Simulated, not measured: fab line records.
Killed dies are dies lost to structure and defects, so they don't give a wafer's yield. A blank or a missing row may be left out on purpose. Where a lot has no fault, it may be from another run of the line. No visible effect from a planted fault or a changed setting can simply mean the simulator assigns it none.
Chamber matching + flow nand-harc + NHARC_A_SGD_CUT_ETCHBACK_24 on rie-diel-08: 4 sister chambers
The step etches the open film in CH3F/O2, target depth 50 nm, time 92.857 s. 8 wafers are shown with their chamber, then 7 later ones without.

WAFERS PAIRED WITH THEIR CHAMBERS
| wafer  | chamber | drypump-motor-current-A (A) | rf-vpp-V (V) |
|--------|---------|-----------------------------|--------------|
| L074.4 | 1       | 5.1                         | 246.2        |
| L082.3 | 3       | 5.2                         | 241.7        |
| L082.5 | 0       | 5.0                         | 242.2        |
| L085.2 | 0       | 5.0                         | 243.7        |
| L085.5 | 1       | 5.0                         | 248.1        |
| L085.6 | 2       | 4.8                         | 243.0        |
| L088.3 | 3       | 5.2                         | 241.0        |
| L088.4 | 2       | 4.8                         | 244.3        |

WAFERS WITHOUT THEIR CHAMBER
| wafer  | drypump-motor-current-A (A) | rf-vpp-V (V) |
|--------|-----------------------------|--------------|
| L088.5 | 5.2                         | 243.6        |
| L094.1 | 5.2                         | 242.1        |
| L094.2 | 5.0                         | 242.0        |
| L094.3 | 5.0                         | 246.3        |
| L097.2 | 5.2                         | 243.0        |
| L097.3 | 5.0                         | 247.1        |
| L097.5 | 5.2                         | 242.8        |

WHICH CHAMBER EACH WENT THROUGH
| wafer  | from the rows above     | in truth |
|--------|-------------------------|----------|
| L088.5 | 3                       | 3        |
| L094.1 | 3                       | 3        |
| L094.2 | 0                       | 0        |
| L094.3 | can't be placed: 1 or 0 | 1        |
| L097.2 | 3                       | 3        |
| L097.3 | 1                       | 1        |
| L097.5 | 3                       | 3        |
6 of 7 placed correctly. Can't be placed from these rows: 1 (the true chamber is among the candidates in 1). Wrongly placed: 0.
How it was worked out, from the rows above alone: a wafer's distance from a chamber is the root of the sum, over the readings, of the square of ((its reading less the chamber's mean) divided by the reading's scatter). If the next closest chamber is less than 2 further off than the closest, the wafer can't be placed; otherwise it belongs to the closest. The mean given for a chamber averages the wafers shown for that chamber. The scatter: the root of (the sum of the squares of (reading less its chamber's mean) over the shown wafers, divided by (wafers less chambers)).
